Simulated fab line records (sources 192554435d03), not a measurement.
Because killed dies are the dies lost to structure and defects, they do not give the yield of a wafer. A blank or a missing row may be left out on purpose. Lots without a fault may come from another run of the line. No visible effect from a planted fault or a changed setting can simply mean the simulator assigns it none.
Chamber matching ; flow n5_finfet ; rie_diel-03 running N5_BEOL_M0_STRIP_104: 4 sister chambers
The step strips in N2/H2. 24 wafers are shown with their chamber, then 12 later ones without.

== WAFERS WITH THEIR CHAMBER ==
wafer;chamber;drypump_motor_current_A (A);showerhead_plenum_p_Torr (Torr);oes_product_au (a.u.)
L076.1;2;5.3;2.55;0.76
L076.3;0;5.7;2.67;0.76
L076.6;3;6.3;2.42;0.70
L078.3;2;5.3;2.55;0.78
L078.4;0;5.7;2.66;0.76
L078.5;2;5.3;2.55;0.77
L074.1;3;6.4;2.42;0.70
L074.5;2;5.3;2.55;0.80
L074.6;3;6.4;2.42;0.69
L080.1;0;5.7;2.66;0.75
L080.3;2;5.3;2.55;0.77
L080.6;1;5.2;2.57;0.80
L082.1;2;5.3;2.54;0.77
L082.2;0;5.7;2.66;0.76
L082.4;1;5.2;2.57;0.80
L083.1;2;5.3;2.54;0.75
L083.2;1;5.2;2.57;0.82
L083.4;3;6.4;2.41;0.69
L084.1;3;6.3;2.41;0.69
L084.2;1;5.2;2.57;0.82
L084.6;0;5.7;2.66;0.75
L087.1;2;5.3;2.54;0.76
L087.3;0;5.7;2.66;0.74
L087.6;1;5.2;2.56;0.79

SIGNATURES (averages over the wafers above)
reading;chamber 0;chamber 1;chamber 2;chamber 3;scatter within a chamber
drypump_motor_current_A;5.700;5.200;5.300;6.360;0.0245
showerhead_plenum_p_Torr;2.6617;2.5680;2.5462;2.4160;0.00485
oes_product_au;0.7533;0.8060;0.7700;0.6940;0.0118
Rule: distance of a wafer from a chamber = root of the sum over the readings of ((wafer's reading minus chamber's mean) / reading's scatter) squared. The wafer belongs to the nearest chamber; if the next one is less than 2 further off, it can't be placed. The scatter: the root of (the sum of the squares of (reading less its chamber's mean) over the shown wafers, divided by (wafers less chambers)).

== WAFERS WITH NO CHAMBER GIVEN ==
wafer;drypump_motor_current_A (A);showerhead_plenum_p_Torr (Torr);oes_product_au (a.u.)
L089.2;5.7;2.65;0.74
L089.3;5.3;2.54;0.75
L089.4;6.3;2.41;0.67
L091.3;5.7;2.65;0.72
L091.5;5.7;2.65;0.74
L091.6;5.2;2.56;0.78
L092.3;5.2;2.56;0.79
L092.4;5.2;2.56;0.79
L092.6;5.3;2.53;0.75
L097.2;5.7;2.65;0.72
L097.4;5.2;2.55;0.77
L097.5;5.7;2.65;0.72

== EACH ONE'S CHAMBER ==
wafer;from the rows above;in truth
L089.2;0;0
L089.3;2;2
L089.4;3;3
L091.3;0;0
L091.5;0;0
L091.6;1;1
L092.3;1;1
L092.4;1;1
L092.6;2;2
L097.2;0;0
L097.4;can't be placed: 2 or 1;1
L097.5;0;0
Placed correctly: 11 of 12. Cannot be placed on the basis of these rows: 1; the candidates contain the true chamber in 1. Placed wrongly: 0.
